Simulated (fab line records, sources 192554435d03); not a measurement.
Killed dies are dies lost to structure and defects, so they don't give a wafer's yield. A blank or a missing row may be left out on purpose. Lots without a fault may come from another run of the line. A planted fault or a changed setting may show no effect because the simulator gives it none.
Split-lot experiment | flow n5_finfet | 7 lots, 21 wafers read, on a route of 1938 steps

THE SPLIT
At N5_SDB_CUT_ETCH_26 (etches Si in HBr/Cl2/O2, target depth 129.6 nm, bt time 20 s, time 51.8 s), the setting icp_w was moved away from the recipe's 800 W on 7 of the 21 wafers read, by -10.4% to +17.4%. The other wafers ran this setting at the recipe's value.

The reading is taken at the split's own step.

THE READING
etch.depth_nm (the simulator's own value, which no gauge read), in nm, at N5_SDB_CUT_ETCH_26 (etches Si in HBr/Cl2/O2, target depth 129.6 nm, bt time 20 s, time 51.8 s). The file gives no usual value for it. The 14 wafers here that ran the recipe average 130.2 nm, standard deviation 1.3 nm.

wafer  | tool, chamber at the split | icp_w as run, W | against the recipe | etch.depth_nm, nm | against lot-mates on the recipe
L076.1 | rie_si-01, 3               | 800             | recipe             | 130.3             | -
L076.2 | rie_si-01, 0               | 885.2           | +10.7%             | 134.7             | +3.4
L076.5 | rie_si-01, 3               | 800             | recipe             | 132.3             | -
L080.1 | rie_si-03, 3               | 939.4           | +17.4%             | 139               | +10.2
L080.3 | rie_si-03, 0               | 800             | recipe             | 128.6             | -
L080.6 | rie_si-03, 0               | 800             | recipe             | 129               | -
L089.3 | rie_si-03, 1               | 800             | recipe             | 130.8             | -
L089.4 | rie_si-03, 2               | 716.6           | -10.4%             | 123               | -7.4
L089.5 | rie_si-03, 1               | 800             | recipe             | 130               | -
L091.2 | rie_si-06, 2               | 800             | recipe             | 130.3             | -
L091.4 | rie_si-06, 3               | 760.6           | -4.9%              | 124.6             | -5.7
L091.6 | rie_si-06, 1               | 760.6           | -4.9%              | 126.6             | -3.7
L094.1 | rie_si-01, 3               | 800             | recipe             | 129.7             | -
L094.2 | rie_si-01, 1               | 800             | recipe             | 132.3             | -
L094.5 | rie_si-01, 1               | 800             | recipe             | 132.3             | -
L095.2 | rie_si-03, 0               | 800             | recipe             | 128.6             | -
L095.3 | rie_si-03, 3               | 800             | recipe             | 129.8             | -
L095.6 | rie_si-03, 3               | 800             | recipe             | 130               | -
L096.2 | rie_si-01, 3               | 800             | recipe             | 129               | -
L096.4 | rie_si-01, 2               | 852.7           | +6.6%              | 132.8             | +3.8
L096.6 | rie_si-01, 3               | 852.7           | +6.6%              | 132.9             | +3.9

THE FIT
A straight line over all 21 wafers: etch.depth_nm changes by +0.553 nm for each +1% of icp_w; r = +0.92; the points scatter about the line by 1.3 nm.
The same after taking each lot's own level away (the mean of its wafers on the recipe; 21 wafers): +0.599 nm for each +1%; r = +0.95; scatter 1.1 nm.
On that fit, the largest move of icp_w shifts the reading by 10 nm.
The lots' own levels span 128.80 to 131.43 nm, that is 2.1 times the standard deviation above.
So the lot-to-lot level changes the slope little: the two slopes agree.
Check: with one of the wafers moved furthest among these (+17.4%) left out of the fit, the line predicts +9.93 nm for it against its lot-mates. It came out at +10.2 nm against them.

OTHER SPLITS ON THESE WAFERS
These wafers also went through other splits before the reading. Each is held against what the fit with the lots' levels taken away leaves over:
other split on the same wafers | wafers away from the commonest value | r with etch.depth_nm (lot level and that fit taken away)
N5_SD_EPI_P_COAT_34 spin_rpm   | 8                                    | +0.05
N5_SDB_ETCH_17 bias_w          | 4                                    | +0.15

THE WHOLE CHAIN: every reading that the file lists as answering this split, in the file's order
step               | what it does                                                              | reading                                                               | change (the file's fit)               | r (the file's)
N5_SDB_CUT_ETCH_26 | etches Si in HBr/Cl2/O2, target depth 129.6 nm, bt time 20 s, time 51.8 s | SDB.feature_depth_nm (the simulator's own value, which no gauge read) | +0.573 nm for each +1% of the setting | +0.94
N5_SDB_CUT_ETCH_26 | etches Si in HBr/Cl2/O2, target depth 129.6 nm, bt time 20 s, time 51.8 s | etch.depth_nm (the simulator's own value, which no gauge read)        | +0.572 nm for each +1% of the setting | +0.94

THE FILE'S OWN FIT
etch.depth_nm changes by +0.572 nm for each +1% of icp_w, r = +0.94.
